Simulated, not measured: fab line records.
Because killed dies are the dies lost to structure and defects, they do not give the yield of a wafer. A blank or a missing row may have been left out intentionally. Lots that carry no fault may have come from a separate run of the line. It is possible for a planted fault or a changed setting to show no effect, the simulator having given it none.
Which of the tools did it? ; flow n5-finfet ; Sampling: 24 lots, 72 wafers, 3 of 1938 route steps

## WHAT THE GAUGES SHOWED, per wafer
N5_BEOL_M10_INSPECT_13: inspects for defects (brightfield). Usual: raw-defect-count 434, standard deviation 110.
lot;measured;on;raw-defect-count;flag
L076;day 11 12:51;defect-inspect-01;446 398 478;
L074;day 11 15:55;defect-inspect-02;520 575 623;
L075;day 11 20:25;defect-inspect-02;373 435 497;
L077;day 11 20:38;defect-inspect-01;300 277 408;
L078;day 12 14:55;defect-inspect-02;317 523 463;
L080;day 12 20:33;defect-inspect-01;387 396 433;
L079;day 12 20:11;defect-inspect-02;661 638 509;
L081;day 12 21:04;defect-inspect-01;330 445 341;
L082;day 13 04:30;defect-inspect-01;279 328 314;
L083;day 14 00:06;defect-inspect-02;410 333 373;
L084;day 14 06:08;defect-inspect-02;468 478 649;
L087;day 14 14:22;defect-inspect-01;321 357 334;
L085;day 14 15:10;defect-inspect-02;773 498 376;
L086;day 14 15:13;defect-inspect-01;527 409 486;
L091;day 15 20:05;defect-inspect-01;465 327 357;
L089;day 15 20:37;defect-inspect-02;489 527 442;
L090;day 15 21:22;defect-inspect-02;385 334 416;
L088;day 15 21:41;defect-inspect-01;555 317 364;
L092;day 15 22:17;defect-inspect-02;403 629 494;
L094;day 16 10:46;defect-inspect-01;268 354 253;
L093;day 16 10:56;defect-inspect-01;458 394 409;
L095;day 16 20:17;defect-inspect-01;463 345 449;
L097;day 17 04:33;defect-inspect-02;471 670 481;
L096;day 17 04:47;defect-inspect-02;535 404 411;

## EACH LOT AND THE TOOL THAT RAN IT (in order: tool; ch and the chambers of the sampled wafers; start)
lot;N5_BEOL_M9_STRIP_36;N5_BEOL_M9_ANNEAL_51
L076;rie-diel-05 ch 0,1,2, day 11 07:46;rtp-anneal-01 ch 0, day 11 10:12
L074;rie-diel-02 ch 1,2,3, day 11 10:21;rtp-anneal-02 ch 0, day 11 12:33
L075;rie-diel-05 ch 0,2, day 11 14:58;rtp-anneal-01 ch 0, day 11 17:01
L077;rie-diel-01 ch 0,2, day 11 15:10;rtp-anneal-01 ch 0, day 11 17:31
L078;rie-diel-01 ch 1,2,3, day 12 08:43;rtp-anneal-02 ch 0, day 12 11:35
L080;rie-diel-05 ch 1,2,3, day 12 14:33;rtp-anneal-01 ch 0, day 12 16:49
L079;rie-diel-02 ch 1,2, day 12 14:37;rtp-anneal-02 ch 0, day 12 17:28
L081;rie-diel-01 ch 0,3, day 12 14:47;rtp-anneal-02 ch 0, day 12 17:41
L082;rie-diel-02 ch 1,2,3, day 12 21:58;rtp-anneal-02 ch 0, day 13 00:08
L083;rie-diel-01 ch 1,2,3, day 13 17:02;rtp-anneal-02 ch 0, day 13 19:44
L084;rie-diel-01 ch 2,3, day 13 23:31;rtp-anneal-01 ch 0, day 14 02:04
L087;rie-diel-05 ch 1,2,3, day 14 08:34;rtp-anneal-02 ch 0, day 14 11:09
L085;rie-diel-02 ch 0,3, day 14 08:52;rtp-anneal-01 ch 0, day 14 11:19
L086;rie-diel-05 ch 1,2, day 14 09:05;rtp-anneal-01 ch 0, day 14 11:29
L091;rie-diel-02 ch 0,1,3, day 15 14:38;rtp-anneal-01 ch 0, day 15 16:43
L089;rie-diel-01 ch 0,1,3, day 15 14:56;rtp-anneal-02 ch 0, day 15 18:16
L090;rie-diel-05 ch 0,1,3, day 15 15:05;rtp-anneal-02 ch 0, day 15 18:29
L088;rie-diel-05 ch 0,1,2, day 15 16:30;rtp-anneal-02 ch 0, day 15 19:20
L092;rie-diel-05 ch 0,1,3, day 15 17:15;rtp-anneal-02 ch 0, day 15 19:52
L094;rie-diel-02 ch 0,1,3, day 16 05:56;rtp-anneal-02 ch 0, day 16 08:28
L093;rie-diel-01 ch 0,1,2, day 16 06:22;rtp-anneal-02 ch 0, day 16 08:38
L095;rie-diel-01 ch 0,2, day 16 14:31;rtp-anneal-02 ch 0, day 16 17:17
L097;rie-diel-05 ch 1,2,3, day 16 23:01;rtp-anneal-02 ch 0, day 17 00:59
L096;rie-diel-01 ch 0,1,2, day 16 23:04;rtp-anneal-01 ch 0, day 17 01:11
- N5_BEOL_M9_STRIP_36: strips in N2/H2.
- N5_BEOL_M9_ANNEAL_51: time 90 s.

## WHAT THE TOOLS THEMSELVES READ (means of the sampled wafers that have a number; where no wafer has one, the mark that the record gives instead)
N5_BEOL_M9_STRIP_36. Usual: drypump-motor-current-A 5.8 A, standard deviation 0.36; oes-product-au 0.81 a.u., standard deviation 0.089; power-w 450.0 W, standard deviation 1.4; rf-vpp-V 59.4 V, standard deviation 1.5; showerhead-plenum-p-Torr 2.57 Torr, standard deviation 0.08; throttle-valve-pct 23.60 %, standard deviation 0.26.
lot;tool;drypump-motor-current-A (A);oes-product-au (a.u.);power-w (W);rf-vpp-V (V);showerhead-plenum-p-Torr (Torr);throttle-valve-pct (%);flag
L076;rie-diel-05;5.7;0.72;449.8;59.0;2.51;23.56;
L074;rie-diel-02;6.1;0.82;450.1;58.3;2.60;23.62;
L075;rie-diel-05;5.7;0.70;449.6;57.2;2.54;23.69;
L077;rie-diel-01;6.1;0.87;448.6;59.0;2.62;23.70;
L078;rie-diel-01;5.9;0.88;449.9;60.6;2.61;23.48;
L080;rie-diel-05;5.6;0.80;448.4;59.1;2.50;23.41;
L079;rie-diel-02;5.9;0.81;450.2;59.5;2.56;23.56;
L081;rie-diel-01;6.0;0.82;449.5;57.7;2.56;23.64;
L082;rie-diel-02;6.0;0.80;450.5;60.5;2.59;23.64;
L083;rie-diel-01;5.8;0.87;449.5;60.3;2.61;23.48;
L084;rie-diel-01;5.8;0.84;451.2;61.9;2.59;23.42;
L087;rie-diel-05;5.6;0.78;449.2;58.1;2.49;23.44;
L085;rie-diel-02;5.7;0.77;450.6;59.1;2.64;23.99;
L086;rie-diel-05;5.3;0.72;450.9;58.0;2.43;23.43;
L091;rie-diel-02;5.8;0.80;450.4;59.0;2.62;23.81;
L089;rie-diel-01;6.0;0.82;450.9;59.3;2.57;23.75;
L090;rie-diel-05;6.0;0.85;449.4;61.2;2.56;23.53;
L088;rie-diel-05;5.7;0.80;449.4;59.1;2.50;23.54;
L092;rie-diel-05;6.0;0.84;449.2;58.9;2.56;23.54;
L094;rie-diel-02;5.8;0.80;451.0;59.2;2.62;23.81;
L093;rie-diel-01;6.0;0.84;450.5;61.2;2.61;23.67;
L095;rie-diel-01;6.0;0.86;449.6;59.6;2.63;23.50;
L097;rie-diel-05;5.6;0.75;451.9;58.6;2.48;23.47;
L096;rie-diel-01;6.0;0.83;449.4;60.5;2.61;23.67;

N5_BEOL_M9_ANNEAL_51. Usual: wafer_temp_C_max 226.13, standard deviation 0.29.
lot;tool;wafer_temp_C_max;flag
L076;rtp-anneal-01;226.00;
L074;rtp-anneal-02;226.46;
L075;rtp-anneal-01;225.99;
L077;rtp-anneal-01;225.80;
L078;rtp-anneal-02;226.13;
L080;rtp-anneal-01;225.63;
L079;rtp-anneal-02;226.22;
L081;rtp-anneal-02;226.42;
L082;rtp-anneal-02;226.39;
L083;rtp-anneal-02;226.35;
L084;rtp-anneal-01;226.09;
L087;rtp-anneal-02;226.46;
L085;rtp-anneal-01;225.99;
L086;rtp-anneal-01;225.99;
L091;rtp-anneal-01;226.23;
L089;rtp-anneal-02;226.32;
L090;rtp-anneal-02;225.97;
L088;rtp-anneal-02;226.05;
L092;rtp-anneal-02;226.06;
L094;rtp-anneal-02;226.18;
L093;rtp-anneal-02;226.33;
L095;rtp-anneal-02;226.24;
L097;rtp-anneal-02;226.07;
L096;rtp-anneal-01;225.94;

## THE ANSWER, worked out from the rows above alone
Rule: take the mean of a lot's wafers that have a number; if it is more than 3 standard deviations from the usual mean, the lot is off. Also off: a lot with no number at a reading for which 4 or more lots have one. Where the step has rows for the other lots, those lots are counted as sound. The gauges are gone through in route order, then the tools' own readings, and for those a lot's mean is taken as printed above. The first step at which some lot is off is used, and at that step the reading that is off furthest; a lot without a number counts as furthest.
None of the lots is off at any reading shown; this tells nothing.

## WHAT THE SIMULATOR HAD INSERTED
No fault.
